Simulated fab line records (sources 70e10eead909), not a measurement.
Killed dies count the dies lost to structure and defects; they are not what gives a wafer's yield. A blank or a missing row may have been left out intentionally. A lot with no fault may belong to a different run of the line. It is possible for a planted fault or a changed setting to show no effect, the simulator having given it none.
Which tool did it? :: flow nand harc :: 42 wafers from 14 lots sampled at 4 of the route's 1159 steps

WHAT THE GAUGES SHOWED, per wafer
The record holds no reading of a measuring or inspecting step that can be judged against a usual standard deviation.

TOOL THAT RAN EACH LOT (tool first, then ch and the chambers of the sampled wafers, then the start)
lot: L381
NHARC_A_STAIRCASE_DEP_156: pecvd-03 ch 0,1, day 10 17:29
NHARC_A_STAIRCASE_TRIM_12: rie diel-08 ch 2,3, day 10 20:33
NHARC_A_STAIRCASE_ETCH_17: rie diel-08 ch 0,1,2, no start
NHARC_A_STAIRCASE_TRIM_22: rie diel-12 ch 0,3, no start

lot: L380
NHARC_A_STAIRCASE_DEP_156: pecvd-04 ch 1,2, day 10 17:32
NHARC_A_STAIRCASE_TRIM_12: rie diel-12 ch 1,3, day 10 20:22
NHARC_A_STAIRCASE_ETCH_17: rie diel-12 ch 0,1,2, no start
NHARC_A_STAIRCASE_TRIM_22: rie diel-12 ch 0,2, no start

lot: L383
NHARC_A_STAIRCASE_DEP_156: pecvd-03 ch 1,2, day 10 21:11
NHARC_A_STAIRCASE_TRIM_12: rie diel-03 ch 0,1, day 11 00:23
NHARC_A_STAIRCASE_ETCH_17: rie diel-03 ch 0,1,3, no start
NHARC_A_STAIRCASE_TRIM_22: rie diel-08 ch 0,1,2, no start

lot: L382
NHARC_A_STAIRCASE_DEP_156: pecvd-03 ch 1,2, day 11 08:50
NHARC_A_STAIRCASE_TRIM_12: rie diel-08 ch 0,1,2, day 11 11:45
NHARC_A_STAIRCASE_ETCH_17: rie diel-08 ch 1,2,3, no start
NHARC_A_STAIRCASE_TRIM_22: rie diel-12 ch 0,2,3, no start

lot: L385
NHARC_A_STAIRCASE_DEP_156: pecvd-03 ch 0,1,2, day 11 20:22
NHARC_A_STAIRCASE_TRIM_12: rie diel-03 ch 1,2, day 11 23:37
NHARC_A_STAIRCASE_ETCH_17: rie diel-03 ch 0,1,3, no start
NHARC_A_STAIRCASE_TRIM_22: rie diel-12 ch 0,2, no start

lot: L384
NHARC_A_STAIRCASE_DEP_156: pecvd-01 ch 0,1,2, day 11 20:29
NHARC_A_STAIRCASE_TRIM_12: rie diel-12 ch 2,3, day 11 23:49
NHARC_A_STAIRCASE_ETCH_17: rie diel-12 ch 0,1,2, no start
NHARC_A_STAIRCASE_TRIM_22: rie diel-12 ch 2,3, no start

lot: L387
NHARC_A_STAIRCASE_DEP_156: pecvd-04 ch 0,2, day 12 12:34
NHARC_A_STAIRCASE_TRIM_12: rie diel-12 ch 0,1,3, day 12 15:32
NHARC_A_STAIRCASE_ETCH_17: rie diel-12 ch 0,1,2, no start
NHARC_A_STAIRCASE_TRIM_22: rie diel-03 ch 0,1,3, no start

lot: L388
NHARC_A_STAIRCASE_DEP_156: pecvd-01 ch 0,1, day 12 20:22
NHARC_A_STAIRCASE_TRIM_12: rie diel-12 ch 0,1,2, day 13 00:32
NHARC_A_STAIRCASE_ETCH_17: rie diel-12 ch 0,3, no start
NHARC_A_STAIRCASE_TRIM_22: rie diel-08 ch 0,2, no start

lot: L390
NHARC_A_STAIRCASE_DEP_156: pecvd-01 ch 0,1,2, day 13 04:33
NHARC_A_STAIRCASE_TRIM_12: rie diel-12 ch 0,1, day 13 07:23
NHARC_A_STAIRCASE_ETCH_17: rie diel-12 ch 1,3, no start
NHARC_A_STAIRCASE_TRIM_22: rie diel-08 ch 1,2, no start

lot: L391
NHARC_A_STAIRCASE_DEP_156: pecvd-01 ch 1,2, day 13 06:48
NHARC_A_STAIRCASE_TRIM_12: rie diel-08 ch 0,2,3, day 13 10:29
NHARC_A_STAIRCASE_ETCH_17: rie diel-08 ch 0,2, no start
NHARC_A_STAIRCASE_TRIM_22: rie diel-08 ch 0,1, no start

lot: L400
NHARC_A_STAIRCASE_DEP_156: pecvd-03 ch 0,1,2, day 15 11:59
NHARC_A_STAIRCASE_TRIM_12: rie diel-08 ch 1,2, day 15 14:55
NHARC_A_STAIRCASE_ETCH_17: rie diel-08 ch 2,3, no start
NHARC_A_STAIRCASE_TRIM_22: rie diel-08 ch 0,2, no start

lot: L399
NHARC_A_STAIRCASE_DEP_156: pecvd-03 ch 0,2, day 15 12:08
NHARC_A_STAIRCASE_TRIM_12: rie diel-03 ch 0,1,2, day 15 15:07
NHARC_A_STAIRCASE_ETCH_17: rie diel-03 ch 1,2,3, no start
NHARC_A_STAIRCASE_TRIM_22: rie diel-12 ch 0,1,3, no start

lot: L402
NHARC_A_STAIRCASE_DEP_156: pecvd-04 ch 0,1,2, day 16 00:01
NHARC_A_STAIRCASE_TRIM_12: rie diel-08 ch 1,2,3, day 16 03:44
NHARC_A_STAIRCASE_ETCH_17: rie diel-08 ch 0,1, no start
NHARC_A_STAIRCASE_TRIM_22: rie diel-08 ch 1,3, no start

lot: L403
NHARC_A_STAIRCASE_DEP_156: pecvd-01 ch 1,2, day 16 15:59
NHARC_A_STAIRCASE_TRIM_12: rie diel-08 ch 0,2,3, day 16 18:54
NHARC_A_STAIRCASE_ETCH_17: rie diel-08 ch 0,1,2, no start
NHARC_A_STAIRCASE_TRIM_22: rie diel-03 ch 0,1,2, no start
- NHARC_A_STAIRCASE_DEP_156: deposits SiNx, target thk 50 nm.
- NHARC_A_STAIRCASE_TRIM_12: chemistry O2, time 211.2 s.
- NHARC_A_STAIRCASE_ETCH_17: etches the open film in C4F8/O2, target depth 100 nm, time 40.5 s.
- NHARC_A_STAIRCASE_TRIM_22: chemistry O2, time 211.2 s.

WHAT THE TOOLS THEMSELVES READ (means of the sampled wafers that have a number; where no wafer has one, the mark that the record gives instead)
NHARC_A_STAIRCASE_DEP_156.
lot: L381
tool: pecvd-03
heater power w (W): 647

lot: L380
tool: pecvd-04
heater power w (W): 677

lot: L383
tool: pecvd-03
heater power w (W): 630

lot: L382
tool: pecvd-03
heater power w (W): 601

lot: L385
tool: pecvd-03
heater power w (W): 620

lot: L384
tool: pecvd-01
heater power w (W): 779

lot: L387
tool: pecvd-04
heater power w (W): 671

lot: L388
tool: pecvd-01
heater power w (W): 717

lot: L390
tool: pecvd-01
heater power w (W): 807

lot: L391
tool: pecvd-01
heater power w (W): 848

lot: L400
tool: pecvd-03
heater power w (W): 669

lot: L399
tool: pecvd-03
heater power w (W): 607

lot: L402
tool: pecvd-04
heater power w (W): 657

lot: L403
tool: pecvd-01
heater power w (W): 761

NHARC_A_STAIRCASE_TRIM_12.
lot: L381
tool: rie diel-08
drypump motor current A (A): 5.8
o2 flow sccm (sccm): 497.4
oes product au (a.u.): 0.997
rf vpp V (V): 56.7
run length s (s): 232.8
showerhead plenum p Torr (Torr): 3.49
throttle valve pct (%): 17.046

lot: L380
tool: rie diel-12
drypump motor current A (A): 6.3
o2 flow sccm (sccm): 500.5
oes product au (a.u.): 0.998
rf vpp V (V): 57.9
run length s (s): 232.3
showerhead plenum p Torr (Torr): 3.58
throttle valve pct (%): 17.036

lot: L383
tool: rie diel-03
drypump motor current A (A): 6.3
o2 flow sccm (sccm): 500.4
oes product au (a.u.): 1.006
rf vpp V (V): 56.7
run length s (s): 232.3
showerhead plenum p Torr (Torr): 3.35
throttle valve pct (%): 17.037

lot: L382
tool: rie diel-08
drypump motor current A (A): 6.2
o2 flow sccm (sccm): 499.0
oes product au (a.u.): 1.003
rf vpp V (V): 57.9
run length s (s): 232.7
showerhead plenum p Torr (Torr): 3.45
throttle valve pct (%): 17.035

lot: L385
tool: rie diel-03
drypump motor current A (A): 5.7
o2 flow sccm (sccm): 499.9
oes product au (a.u.): 1.008
rf vpp V (V): 57.1
run length s (s): 232.7
showerhead plenum p Torr (Torr): 3.37
throttle valve pct (%): 17.042

lot: L384
tool: rie diel-12
drypump motor current A (A): 6.4
o2 flow sccm (sccm): 499.4
oes product au (a.u.): 0.999
rf vpp V (V): 57.2
run length s (s): 232.4
showerhead plenum p Torr (Torr): 3.67
throttle valve pct (%): 17.034

lot: L387
tool: rie diel-12
drypump motor current A (A): 6.0
o2 flow sccm (sccm): 499.4
oes product au (a.u.): 0.991
rf vpp V (V): 58.3
run length s (s): 232.3
showerhead plenum p Torr (Torr): 3.50
throttle valve pct (%): 17.025

lot: L388
tool: rie diel-12
drypump motor current A (A): 6.0
o2 flow sccm (sccm): 498.5
oes product au (a.u.): 0.992
rf vpp V (V): 56.6
run length s (s): 180.2
showerhead plenum p Torr (Torr): 3.49
throttle valve pct (%): 17.034

lot: L390
tool: rie diel-12
drypump motor current A (A): 5.8
o2 flow sccm (sccm): 501.9
oes product au (a.u.): 0.987
rf vpp V (V): 57.7
run length s (s): 206.3
showerhead plenum p Torr (Torr): 3.39
throttle valve pct (%): 17.039

lot: L391
tool: rie diel-08
drypump motor current A (A): 6.0
o2 flow sccm (sccm): 500.6
oes product au (a.u.): 0.987
rf vpp V (V): 57.7
run length s (s): 232.6
showerhead plenum p Torr (Torr): 3.45
throttle valve pct (%): 17.039

lot: L400
tool: rie diel-08
drypump motor current A (A): 6.2
o2 flow sccm (sccm): 500.9
oes product au (a.u.): 0.995
rf vpp V (V): 57.2
run length s (s): 233.0
showerhead plenum p Torr (Torr): 3.52
throttle valve pct (%): 17.048

lot: L399
tool: rie diel-03
drypump motor current A (A): 6.0
o2 flow sccm (sccm): 501.4
oes product au (a.u.): 1.007
rf vpp V (V): 56.5
run length s (s): 232.4
showerhead plenum p Torr (Torr): 3.34
throttle valve pct (%): 17.040

lot: L402
tool: rie diel-08
drypump motor current A (A): 6.0
o2 flow sccm (sccm): 498.7
oes product au (a.u.): 0.990
rf vpp V (V): 57.2
run length s (s): 233.3
showerhead plenum p Torr (Torr): 3.47
throttle valve pct (%): 17.034

lot: L403
tool: rie diel-08
drypump motor current A (A): 6.1
o2 flow sccm (sccm): 501.2
oes product au (a.u.): 0.997
rf vpp V (V): 57.1
run length s (s): 232.4
showerhead plenum p Torr (Torr): 3.44
throttle valve pct (%): 17.041

NHARC_A_STAIRCASE_ETCH_17.
lot: L381
tool: rie diel-08
oes product au (a.u.): 0.950
rf vpp V (V): 894

lot: L380
tool: rie diel-12
oes product au (a.u.): 0.943
rf vpp V (V): 895

lot: L383
tool: rie diel-03
oes product au (a.u.): 0.928
rf vpp V (V): 891

lot: L382
tool: rie diel-08
oes product au (a.u.): 0.951
rf vpp V (V): 895

lot: L385
tool: rie diel-03
oes product au (a.u.): 0.939
rf vpp V (V): 891

lot: L384
tool: rie diel-12
oes product au (a.u.): 0.936
rf vpp V (V): 895

lot: L387
tool: rie diel-12
oes product au (a.u.): 0.942
rf vpp V (V): 894

lot: L388
tool: rie diel-12
oes product au (a.u.): 0.930
rf vpp V (V): 899

lot: L390
tool: rie diel-12
oes product au (a.u.): 0.933
rf vpp V (V): 897

lot: L391
tool: rie diel-08
oes product au (a.u.): 0.927
rf vpp V (V): 891

lot: L400
tool: rie diel-08
oes product au (a.u.): 0.940
rf vpp V (V): 896

lot: L399
tool: rie diel-03
oes product au (a.u.): 0.939
rf vpp V (V): 891

lot: L402
tool: rie diel-08
oes product au (a.u.): 0.947
rf vpp V (V): 888

lot: L403
tool: rie diel-08
oes product au (a.u.): 0.946
rf vpp V (V): 893

NHARC_A_STAIRCASE_TRIM_22.
lot: L381
tool: rie diel-12
drypump motor current A (A): 6.2
o2 flow sccm (sccm): 500.4
oes product au (a.u.): 0.995
rf vpp V (V): 57.6
run length s (s): 232.2
showerhead plenum p Torr (Torr): 3.61
throttle valve pct (%): 17.050

lot: L380
tool: rie diel-12
drypump motor current A (A): 6.1
o2 flow sccm (sccm): 498.9
oes product au (a.u.): 1.007
rf vpp V (V): 57.6
run length s (s): 232.4
showerhead plenum p Torr (Torr): 3.60
throttle valve pct (%): 17.037

lot: L383
tool: rie diel-08
drypump motor current A (A): 6.2
o2 flow sccm (sccm): 499.5
oes product au (a.u.): 0.999
rf vpp V (V): 57.8
run length s (s): 232.7
showerhead plenum p Torr (Torr): 3.45
throttle valve pct (%): 17.030

lot: L382
tool: rie diel-12
drypump motor current A (A): 6.2
o2 flow sccm (sccm): 499.2
oes product au (a.u.): 0.996
rf vpp V (V): 57.8
run length s (s): 232.5
showerhead plenum p Torr (Torr): 3.60
throttle valve pct (%): 17.037

lot: L385
tool: rie diel-12
drypump motor current A (A): 5.9
o2 flow sccm (sccm): 499.3
oes product au (a.u.): 0.997
rf vpp V (V): 57.5
run length s (s): 232.8
showerhead plenum p Torr (Torr): 3.53
throttle valve pct (%): 17.036

lot: L384
tool: rie diel-12
drypump motor current A (A): 6.4
o2 flow sccm (sccm): 499.1
oes product au (a.u.): 1.003
rf vpp V (V): 58.2
run length s (s): 232.3
showerhead plenum p Torr (Torr): 3.67
throttle valve pct (%): 17.042

lot: L387
tool: rie diel-03
drypump motor current A (A): 5.9
o2 flow sccm (sccm): 501.2
oes product au (a.u.): 1.011
rf vpp V (V): 57.0
run length s (s): 232.1
showerhead plenum p Torr (Torr): 3.39
throttle valve pct (%): 17.044

lot: L388
tool: rie diel-08
drypump motor current A (A): 6.4
o2 flow sccm (sccm): 502.4
oes product au (a.u.): 0.990
rf vpp V (V): 57.5
run length s (s): 232.8
showerhead plenum p Torr (Torr): 3.50
throttle valve pct (%): 17.038

lot: L390
tool: rie diel-08
drypump motor current A (A): 6.1
o2 flow sccm (sccm): 501.0
oes product au (a.u.): 1.000
rf vpp V (V): 58.3
run length s (s): 233.0
showerhead plenum p Torr (Torr): 3.47
throttle valve pct (%): 17.034

lot: L391
tool: rie diel-08
drypump motor current A (A): 6.0
o2 flow sccm (sccm): 501.2
oes product au (a.u.): 1.005
rf vpp V (V): 58.2
run length s (s): 232.9
showerhead plenum p Torr (Torr): 3.38
throttle valve pct (%): 17.037

lot: L400
tool: rie diel-08
drypump motor current A (A): 6.3
o2 flow sccm (sccm): 497.9
oes product au (a.u.): 0.993
rf vpp V (V): 57.5
run length s (s): 232.1
showerhead plenum p Torr (Torr): 3.40
throttle valve pct (%): 17.045

lot: L399
tool: rie diel-12
drypump motor current A (A): 6.0
o2 flow sccm (sccm): 499.1
oes product au (a.u.): 1.005
rf vpp V (V): 58.4
run length s (s): 232.4
showerhead plenum p Torr (Torr): 3.49
throttle valve pct (%): 17.047

lot: L402
tool: rie diel-08
drypump motor current A (A): 5.7
o2 flow sccm (sccm): 500.8
oes product au (a.u.): 0.995
rf vpp V (V): 56.8
run length s (s): 232.8
showerhead plenum p Torr (Torr): 3.42
throttle valve pct (%): 17.031

lot: L403
tool: rie diel-03
drypump motor current A (A): 6.0
o2 flow sccm (sccm): 499.1
oes product au (a.u.): 1.010
rf vpp V (V): 57.4
run length s (s): 232.4
showerhead plenum p Torr (Torr): 3.34
throttle valve pct (%): 17.032

THE ANSWER, worked out from the rows above alone
Rule: the usual values come from the lots themselves. The widest of any qualifying gaps counts: lots, ordered by their means at a reading, are off when they make up no more than a third of the lots, leave a main group of 4 or more, and stand apart from it by 3 or more times the standard deviation of that group's means. A main group whose means are all the same, to the digits that the tables above print for the reading, isn't used. A lot without any number at a reading at which 4 lots or more have one is off too. The other lots that the step has rows for count as sound. First the gauges in route order, then the tools' own readings, where a lot's mean is used as printed above. At the first step where some lot is off, the reading lying furthest off is the one used; lots without a number count as furthest.
Off, at NHARC_A_STAIRCASE_TRIM_12 on run length s: L388, L390. Mean 232.6 s and standard deviation 0.3 in the main group.
A tool fits if, at that step or a process step before it, it ran every lot that is off, and no sound lot after the first of them. One fits: rie diel-12 at NHARC_A_STAIRCASE_TRIM_12. A fault onset in the window from L387 (day 12 15:32, its last sound lot) to L388 (day 13 00:32, its first lot off) fits.
The tool's own readings at NHARC_A_STAIRCASE_TRIM_12 bear it out: on the lots that are off they differ by more than 5 times the standard deviation of the sound lots' means. run length s reads 193.2 s there against 232.6 s on the sound lots.

WHAT THE SIMULATOR HAD PUT IN
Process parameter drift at NHARC_A_STAIRCASE_TRIM_12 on rie diel-12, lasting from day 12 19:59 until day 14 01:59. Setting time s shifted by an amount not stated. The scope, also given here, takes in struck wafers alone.
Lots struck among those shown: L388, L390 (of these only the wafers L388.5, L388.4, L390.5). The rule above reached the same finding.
